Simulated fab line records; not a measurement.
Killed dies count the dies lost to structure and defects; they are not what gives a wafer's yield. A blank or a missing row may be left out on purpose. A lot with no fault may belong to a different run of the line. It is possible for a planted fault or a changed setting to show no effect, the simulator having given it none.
fab line records	flow nandHarc
record lots=12	wafers=36	lastDay=24
route steps=1159 shown A_CHANNEL_HOLE_D1@479 A_CHANNEL_FILL_D1@492
lots with no fault: from the same line, run without faults
startH: hours from the record's first day to the start of the lot's first wafer shown	waitH: how many hours have passed since the lot's step before this one	" as in the row above	L1.1+2: a single row standing in for several wafers	- either no value or no given start	* or withheld: withheld	< > ~ a bound
route shown NAME@n: NAME is a module with steps in the file, n the number in the route of the first one	usual: the fault-free wafers' mean and standard deviation	same: alike in all rows	chamber/n: place in a boat	sites: readings site by site	_std_site: standard deviation of those values	_edge_site: the outer-site mean with the inner-site mean subtracted	radiusMm: how far each site lies from the wafer's centre	mask NAME#n: copy n	behind: tool/chamber where the wafer was last shaped	hold: what put the lot on hold/how long, in hours/how the hold closed	device: which transistor (n, p or np) failed to switch	end of line: the route-end tests of the same wafers	a step given without rows: its recipe and nothing more	killed: count of dies lost to structure and defects at first sort (not the wafer's yield)	map: a wafer's dies, marking killed ones x, the rest . and places with no die _
set.NAME: the run value of the setting; set.NAME@STEP: its run value at that earlier step	model.NAME: the simulator's own value behind a step, which no gauge read
the route's steps for a sample of lots (tables are steps, rows are wafers)
services: from which hour (startH, from the record's first day; less than 0 if before it) a tool's chamber was out of use, for how many hours, and why
## steps
# step NHARC_A_CHANNEL_HOLE_D1_ETCH_33
# recipe biasV=400	sourceW=2000	pressureMtorr=25	timeS=90	arFlowSccm=375	c4f8FlowSccm=41.7	o2FlowSccm=83.3	tempC=-20	targetDepthA=4000	chemistry=C4F8/O2/Ar
# usual drypumpMotorCurrentA=5.6/0.44	rfFwdPowerW=1987/7.3	showerheadPlenumPTorr=3.79/0.1	throttleValvePct=27.620/0.0097
# same timeS=90
lot.wafer	tool	chamber	startH	waitH	drypumpMotorCurrentA	rfFwdPowerW	rfHoursCounterH	showerheadPlenumPTorr	throttleValvePct
L591.4	harEtch-02	1	193.80	0.2	5.7	1988	-	3.92	27.611
L591.3	"	0	"	"	6.1	1992	-	3.68	27.621
L591.6	"	0	"	"	6.1	1989	-	3.68	27.595
L589.2	harEtch-01	0	194.45	0.2	4.9	1983	199	3.86	27.635
L589.3	"	0	"	"	4.9	1986	-	3.86	27.638
L589.5	"	0	"	"	4.9	1977	-	3.86	27.624
L590.2	harEtch-02	1	197.90	0.2	5.6	1983	113	3.91	27.639
L590.4	"	1	"	"	5.7	1985	-	3.91	27.622
L590.5	"	1	"	"	5.6	1978	-	3.91	27.621
L593.2	harEtch-02	1	208.57	0.2	5.6	1988	117	3.91	27.622
L593.3	"	1	"	"	5.6	1999	-	3.91	27.637
L593.6	"	0	"	"	6.1	1995	-	3.67	27.616
L594.2	harEtch-01	0	212.00	0.2	4.9	1981	207	3.86	27.622
L594.4	"	0	"	"	4.9	1984	-	3.86	27.622
L594.6	"	1	"	"	5.3	1975	-	3.76	27.617
L595.1	harEtch-02	0	212.72	0.2	6.1	1993	120	3.67	27.625
L595.2	"	1	"	"	5.7	1983	120	3.91	27.630
L595.4	"	1	"	"	5.7	1989	-	3.91	27.625
L596.1	harEtch-02	0	-	-	6.1	1992	127	3.67	27.617
L596.3	"	0	"	"	6.1	1986	-	3.67	27.616
L596.5	"	0	"	"	6.1	1990	-	3.67	27.604
L599.1	harEtch-02	1	248.16	0.2	5.6	1994	137	3.90	27.621
L599.4	"	0	"	"	6.1	1988	-	3.66	27.628
L599.5	"	1	"	"	5.6	1987	-	3.90	27.614
L605.1	harEtch-02	0	280.05	0.2	6.1	1982	150	3.65	27.622
L605.4	"	0	"	"	6.1	1980	-	3.65	27.621
L605.6	"	0	"	"	6.1	1976	-	3.65	27.612
L603.1	harEtch-01	0	280.38	0.2	4.9	2001	235	3.84	27.618
L603.2	"	1	"	"	5.3	1984	235	3.75	27.635
L603.5	"	0	"	"	4.9	1980	-	3.84	27.617
L610.2	harEtch-01	1	308.36	0.2	5.3	1992	246	3.74	27.628
L610.4	"	1	"	"	5.2	1986	-	3.74	27.617
L610.5	"	1	"	"	5.3	1991	-	3.74	27.607
L611.2	harEtch-02	1	313.35	0.2	5.7	1992	166	3.88	27.622
L611.4	"	0	"	"	6.1	1979	-	3.64	27.617
L611.6	"	1	"	"	5.7	1998	-	3.88	27.616
# step NHARC_A_CHANNEL_HOLE_D1_ETCH_44
# recipe targetDepthA=1400	overetchA=140	timeS=77	ionEnergyEv=100	cf4FlowSccm=80	o2FlowSccm=20	arFlowSccm=0	rfW=300	biasW=100	chemistry=CF4/O2
# usual biasW=100.00/0.29	drypumpMotorCurrentA=5.9/0.47	oesProductAu=0.999/0.011	rfFwdPowerW=297.6/1	rfVppV=197.8/1.6	showerheadPlenumPTorr=1.34/0.063	throttleValvePct=13.397/0.0093
# same timeS=77
lot.wafer	tool	chamber	startH	waitH	biasW	drypumpMotorCurrentA	oesProductAu	rfFwdPowerW	rfHoursCounterH	rfVppV	showerheadPlenumPTorr	throttleValvePct
L591.3	rieDiel-10	2	194.49	0.1	100.07	5.9	1.001	297.9	1	199.6	1.43	13.389
L591.4	"	0	"	"	100.58	6.0	1.001	297.3	1	195.2	1.27	13.402
L591.6	"	2	"	"	99.95	5.8	0.999	297.6	-	199.5	1.43	13.390
L589.2	rieDiel-04	3	195.20	0.1	99.79	6.4	0.987	298.3	4	197.1	1.30	13.378
L589.3	"	1	"	"	100.17	6.1	0.999	297.4	4	197.3	1.29	13.399
L589.5	"	3	"	"	99.44	6.4	0.988	296.8	-	198.1	1.30	13.385
L590.4	rieDiel-10	0	198.65	0.0	100.12	6.0	0.991	296.9	1	197.1	1.27	13.396
L590.2	"	3	"	"	99.16	6.7	1.004	297.9	1	197.1	1.31	13.404
L590.5	"	0	"	"	100.41	6.0	0.993	296.3	-	196.3	1.27	13.393
L593.3	rieDiel-04	0	209.34	0.1	100.05	6.0	0.996	297.1	6	196.4	1.26	13.408
L593.2	"	1	"	"	100.02	6.1	0.994	297.5	6	196.3	1.29	13.391
L593.6	"	2	"	"	99.80	5.1	0.999	297.7	-	196.5	1.37	13.402
L594.2	rieDiel-04	1	212.75	0.1	100.38	6.1	0.992	295.6	6	195.8	1.29	13.386
L594.4	"	2	"	"	99.66	5.2	1.001	298.4	6	197.5	1.37	13.417
L594.6	"	2	"	"	99.86	5.1	1.001	298.9	-	200.1	1.37	13.400
L595.2	rieDiel-13	2	213.47	0.1	99.95	5.5	0.997	299.4	9	199.4	1.43	13.397
L595.1	"	0	"	"	100.54	5.4	0.999	296.7	7	199.0	1.37	13.392
L595.4	"	1	"	"	100.11	6.3	1.011	297.5	8	199.8	1.43	13.394
L596.3	rieDiel-13	0	228.88	0.1	99.91	5.4	0.994	297.3	8	198.6	1.37	13.411
L596.1	"	3	"	"	100.35	6.1	0.999	298.9	9	196.6	1.26	13.392
L596.5	"	0	"	"	100.14	5.4	0.992	296.6	-	199.0	1.37	13.399
L599.4	rieDiel-10	2	248.91	0.1	99.76	5.9	0.992	296.3	4	201.0	1.43	13.387
L599.1	"	0	"	"	99.79	6.0	0.975	298.1	4	197.0	1.27	13.404
L599.5	"	3	"	"	99.75	6.6	1.007	296.6	-	195.9	1.31	13.373
L605.1	rieDiel-10	1	280.80	0.0	100.02	5.2	1.001	297.0	6	200.1	1.37	13.408
L605.4	"	3	"	"	99.64	6.6	1.015	297.8	8	197.5	1.31	13.389
L605.6	"	1	"	"	100.12	5.2	1.003	298.3	-	198.0	1.37	13.387
L603.1	rieDiel-04	1	281.34	0.0	100.11	6.1	0.999	296.2	11	197.9	1.28	13.388
L603.2	"	2	"	"	100.09	5.1	0.997	298.7	10	197.9	1.37	13.399
L603.5	"	2	"	"	100.01	5.1	1.008	298.3	-	197.8	1.37	13.398
L610.4	rieDiel-04	2	309.12	0.1	99.87	5.1	1.020	298.3	1	198.5	1.37	13.392
L610.2	"	3	"	"	100.05	6.4	1.007	297.9	1	195.8	1.30	13.408
L610.5	"	0	"	"	100.28	6.0	1.011	297.8	-	196.3	1.26	13.410
L611.2	rieDiel-04	3	314.10	0.1	99.75	6.4	1.020	298.3	1	197.2	1.30	13.396
L611.4	"	0	"	"	100.07	6.0	1.025	297.3	2	197.9	1.26	13.398
L611.6	"	3	"	"	99.76	6.4	1.014	298.0	-	197.5	1.30	13.396
# step NHARC_A_CHANNEL_FILL_D1_ALD_02
# recipe targetThkA=60	pulseTimeS=10	aldCycles=60	tempC=300	material=SiO2
# usual aldCycles=60/0	heaterPowerW=459/40	precursorPulseHeightRel=0.998/0.021
lot.wafer	tool	chamber	startH	waitH	aldCycles	heaterPowerW	precursorPulseHeightRel
L591.3	aldHk-03	0	195.85	-	60	451	1.032
L591.4	"	1	"	"	60	449	0.965
L591.6	"	2	"	"	60	498	0.994
L589.2	aldHk-03	3	196.41	-	60	486	0.962
L589.3	"	0	"	"	60	444	1.020
L589.5	"	0	"	"	60	454	0.993
L590.2	aldHk-04	1	201.80	-	60	448	0.982
L590.4	"	2	"	"	60	372	0.976
L590.5	"	0	"	"	60	484	0.993
L593.3	aldHk-04	3	210.64	-	60	493	0.980
L593.2	"	0	"	"	60	475	0.997
L593.6	"	1	"	"	60	465	0.978
L594.4	aldHk-04	2	214.00	-	60	393	1.004
L594.2	"	3	"	"	60	523	0.989
L594.6	"	1	"	"	60	450	0.965
L595.4	aldHk-03	1	214.64	-	60	456	1.028
L595.1	"	3	"	"	60	488	1.007
L595.2	"	0	"	"	60	430	0.987
L596.1	aldHk-04	0	230.25	-	60	476	1.028
L596.3	"	1	"	"	60	449	0.988
L596.5	"	3	"	"	60	497	0.994
L599.4	aldHk-04	1	250.16	-	60	459	1.025
L599.1	"	3	"	"	60	508	1.022
L599.5	"	1	"	"	60	451	1.014
L605.1	aldHk-03	2	282.09	-	60	482	0.997
L605.4	"	3	"	"	60	495	0.994
L605.6	"	1	"	"	60	448	0.972
L603.2	aldHk-04	0	282.53	-	67	475	1.006
L603.1	"	3	"	"	60	511	1.012
L603.5	"	0	"	"	60	482	1.016
L610.2	aldHk-03	3	310.46	-	60	496	0.999
L610.4	"	1	"	"	60	450	1.023
L610.5	"	3	"	"	60	487	0.973
L611.4	aldHk-02	2	315.43	-	60	403	1.011
L611.2	"	0	"	"	60	387	1.003
L611.6	"	1	"	"	60	531	0.991
# step NHARC_A_CHANNEL_FILL_D1_ALD_16
# recipe targetThkA=15	pulseTimeS=10	aldCycles=15	tempC=300	material=SiO2
# usual aldCycles=15/0	heaterPowerW=448/48	precursorPulseHeightRel=1.003/0.02
lot.wafer	tool	chamber	startH	waitH	aldCycles	heaterPowerW	precursorPulseHeightRel
L591.4	aldHk-03	1	207.91	0.1	15	447	0.985
L591.3	"	3	"	"	15	489	1.014
L591.6	"	0	"	"	15	445	1.020
L589.2	aldHk-04	2	207.91	0.1	15	380	1.028
L589.3	"	3	"	"	15	511	1.004
L589.5	"	1	"	"	15	459	0.984
L590.2	aldHk-03	2	213.89	0.1	15	487	1.003
L590.4	"	3	"	"	15	494	1.011
L590.5	"	2	"	"	15	480	0.990
L593.2	aldHk-03	2	222.74	0.0	15	486	0.994
L593.3	"	0	"	"	15	446	1.052
L593.6	"	3	"	"	15	472	0.987
L595.4	aldHk-02	1	226.33	0.0	15	526	0.954
L595.1	"	2	"	"	15	410	0.992
L595.2	"	0	"	"	15	388	0.993
L594.2	aldHk-03	0	226.33	0.0	15	444	1.016
L594.4	"	2	"	"	15	477	0.991
L594.6	"	0	"	"	15	459	1.013
L596.3	aldHk-04	0	242.47	0.2	15	474	1.028
L596.1	"	1	"	"	15	465	0.995
L596.5	"	3	"	"	15	499	0.972
L599.4	aldHk-03	0	262.26	0.1	15	438	0.988
L599.1	"	1	"	"	15	447	0.994
L599.5	"	0	"	"	15	440	0.984
L603.2	aldHk-04	1	295.27	0.2	15	455	1.020
L603.1	"	2	"	"	15	388	0.991
L603.5	"	0	"	"	15	474	1.023
L605.1	aldHk-04	0	295.43	0.3	15	485	1.001
L605.4	"	1	"	"	15	453	1.006
L605.6	"	3	"	"	15	510	1.015
L610.2	aldHk-04	2	323.53	0.1	15	388	1.025
L610.4	"	0	"	"	15	487	0.974
L610.5	"	3	"	"	15	507	1.018
L611.2	aldHk-04	3	327.99	0.1	15	514	1.022
L611.4	"	0	"	"	15	479	0.996
L611.6	"	2	"	"	15	384	1.008
## services
tool	chamber	startH	hours	kind
aldHk-03	-	172.02	1.4	repair
rieDiel-10	-	176.50	9.0	pm
aldHk-04	-	191.66	10.0	pm
aldHk-04	0	191.66	10.0	ventCycle
aldHk-04	1	191.66	10.0	ventCycle
aldHk-04	2	191.66	10.0	ventCycle
aldHk-04	3	191.66	10.0	ventCycle
aldHk-04	0	201.66	-	clean
aldHk-04	1	201.66	-	clean
aldHk-04	2	201.66	-	clean
aldHk-04	3	201.66	-	clean
aldHk-04	-	214.52	1.6	repair
rieDiel-13	1	234.71	1.2	repair
rieDiel-13	-	276.00	9.0	pm
aldHk-02	-	280.00	10.0	pm
rieDiel-04	-	288.90	9.0	pm
rieDiel-10	-	294.21	0.8	repair
harEtch-01	-	308.55	17.0	pm
rieDiel-04	3	319.01	4.9	repair
aldHk-03	-	323.28	10.0	pm
aldHk-03	0	323.28	10.0	ventCycle
aldHk-03	1	323.28	10.0	ventCycle
aldHk-03	2	323.28	10.0	ventCycle
aldHk-03	3	323.28	10.0	ventCycle
## key
firstSign step=NHARC_A_CHANNEL_FILL_D1_ALD_02	reading=aldCycles	direction=up	sigmas=99+	usual=60	struck=67
effect none on later readings
metAt NHARC_A_CHANNEL_FILL_D1_ALD_02
struckLots L603
struckWafers L603.2
testerLeftOut L603
notActingAt NHARC_A_CHANNEL_HOLE_D1_ETCH_33,NHARC_A_CHANNEL_HOLE_D1_ETCH_44,NHARC_A_CHANNEL_FILL_D1_ALD_16
onsetBetween 250.16 282.53
fault kind=processParameterDrift	tool=aldHk-04	chamber=-	onsetH=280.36	steps=NHARC_A_CHANNEL_FILL_D1_ALD_02	channel=aldCycles	offset=7	shape=step	endH=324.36	scope=struckWafersOnly	actsIn=theseRecipesOnly	stated=60
# testerLeftOut: of these lots the tester's yield and bins aren't shown, on N5 and GAA mostly nor the transistor test; their killed dies are dies lost to structure and defects alone, not to doping, threshold or leakage, so they don't give the yield
